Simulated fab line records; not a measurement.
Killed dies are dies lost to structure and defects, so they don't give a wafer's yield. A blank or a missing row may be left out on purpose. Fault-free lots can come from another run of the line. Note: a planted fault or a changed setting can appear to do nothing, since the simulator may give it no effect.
Matching of chambers | flow n5 finfet | rie si-04 running N5_FIN_CUT_CUT_ETCH_28: 4 sister chambers
The step etches Si in HBr/Cl2/O2, target depth 6 nm, time 2.4 s. 18 wafers are shown with their chamber, then 9 later ones without.

== WAFERS PAIRED WITH THEIR CHAMBERS ==
wafer  | chamber | throttle valve pct (%) | drypump motor current A (A) | oes product au (a.u.)
L076.1 | 3       | 37.25                  | 5.7                         | 0.990
L076.2 | 2       | 37.32                  | 5.4                         | 0.993
L076.4 | 0       | 37.51                  | 5.8                         | 0.989
L077.2 | 1       | 37.30                  | 4.8                         | 0.997
L077.5 | 2       | 37.33                  | 5.4                         | 0.996
L077.6 | 3       | 37.25                  | 5.7                         | 0.977
L081.1 | 0       | 37.50                  | 5.7                         | 0.988
L081.3 | 1       | 37.30                  | 4.8                         | 0.993
L081.5 | 1       | 37.29                  | 4.9                         | 0.990
L082.1 | 0       | 37.50                  | 5.8                         | 0.996
L082.4 | 2       | 37.33                  | 5.4                         | 0.989
L082.5 | 1       | 37.29                  | 4.8                         | 0.989
L086.1 | 3       | 37.25                  | 5.7                         | 0.988
L086.2 | 1       | 37.31                  | 4.9                         | 0.985
L086.3 | 0       | 37.52                  | 5.7                         | 0.993
L089.1 | 0       | 37.49                  | 5.8                         | 0.987
L089.2 | 2       | 37.32                  | 5.4                         | 0.991
L089.5 | 3       | 37.25                  | 5.7                         | 0.987

SIGNATURES (averages over the wafers above)
reading                 | chamber 0 | chamber 1 | chamber 2 | chamber 3 | scatter within a chamber
throttle valve pct      | 37.5040   | 37.2980   | 37.3250   | 37.2500   | 0.00802
drypump motor current A | 5.760     | 4.840     | 5.400     | 5.700     | 0.0414
oes product au          | 0.99060   | 0.99080   | 0.99225   | 0.98550   | 0.00436
Rule: a wafer lies at a distance from a chamber equal to the root of the sum of squares, over the readings, of (its reading less the chamber's mean, divided by the reading's scatter). If the next closest chamber is less than 2 further off than the closest, the wafer can't be placed; otherwise it belongs to the closest. The scatter: take each reading less its chamber's mean, square it, sum over the shown wafers, divide by the number of wafers less the number of chambers, and take the root.

== WAFERS WITHOUT THEIR CHAMBER ==
wafer  | throttle valve pct (%) | drypump motor current A (A) | oes product au (a.u.)
L092.2 | 37.51                  | 5.7                         | 0.983
L092.3 | 37.33                  | 5.4                         | 0.994
L092.5 | 37.51                  | 5.7                         | 0.996
L095.3 | 37.28                  | 4.9                         | 0.985
L095.4 | 37.51                  | 5.7                         | 0.982
L095.5 | 37.26                  | 5.7                         | 0.980
L097.1 | 37.32                  | 5.4                         | 1.002
L097.2 | 37.54                  | 5.8                         | 0.991
L097.3 | 37.28                  | 4.9                         | 0.988

== CHAMBER TAKEN BY EACH ==
wafer  | from the rows above | in truth
L092.2 | 0                   | 0
L092.3 | 2                   | 2
L092.5 | 0                   | 0
L095.3 | 1                   | 1
L095.4 | 0                   | 0
L095.5 | 3                   | 3
L097.1 | 2                   | 2
L097.2 | 0                   | 0
L097.3 | 1                   | 1
Correctly placed: 9 of 9. From these rows, 0 cannot be placed. Placed wrongly: 0.
